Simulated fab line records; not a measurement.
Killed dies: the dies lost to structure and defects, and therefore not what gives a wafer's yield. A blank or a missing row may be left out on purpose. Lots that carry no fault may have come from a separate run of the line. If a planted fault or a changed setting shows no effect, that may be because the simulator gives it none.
Matching of chambers	flow n5-finfet	N5_BEOL_M5_STRIP_36 on rie-diel-01: 4 sister chambers
The step strips in N2/H2. 4 wafers are shown with their chamber, then 8 later ones without.

WAFERS WITH THEIR CHAMBER
wafer	chamber	drypump-motor-current-A (A)
L080.2	1	5.2
L084.1	3	4.7
L084.2	0	5.0
L094.3	2	5.5

WAFERS WITHOUT THEIR CHAMBER
wafer	drypump-motor-current-A (A)
L094.4	5.5
L094.5	5.0
L089.3	5.0
L089.5	5.2
L089.6	5.0
L096.1	4.8
L096.4	5.2
L096.5	5.2

CHAMBER TAKEN BY EACH
wafer	from the rows above	in truth
L094.4	2	2
L094.5	0	0
L089.3	0	0
L089.5	1	1
L089.6	0	0
L096.1	3	3
L096.4	1	1
L096.5	1	1
Correctly placed: 8 of 8. Left unplaced by these rows: 0. 0 placed wrongly.
How it was worked out, from the rows above alone: a wafer's distance from a chamber is the root of the sum, over the readings, of the square of ((its reading less the chamber's mean) divided by the reading's scatter). The wafer belongs to the nearest chamber; if the next one is less than 2 further off, it can't be placed. A chamber's mean is the mean of its shown wafers. The scatter (one wafer shown for each chamber): square how far every hidden wafer sits from the nearest shown wafer, average those squares and take the square root.
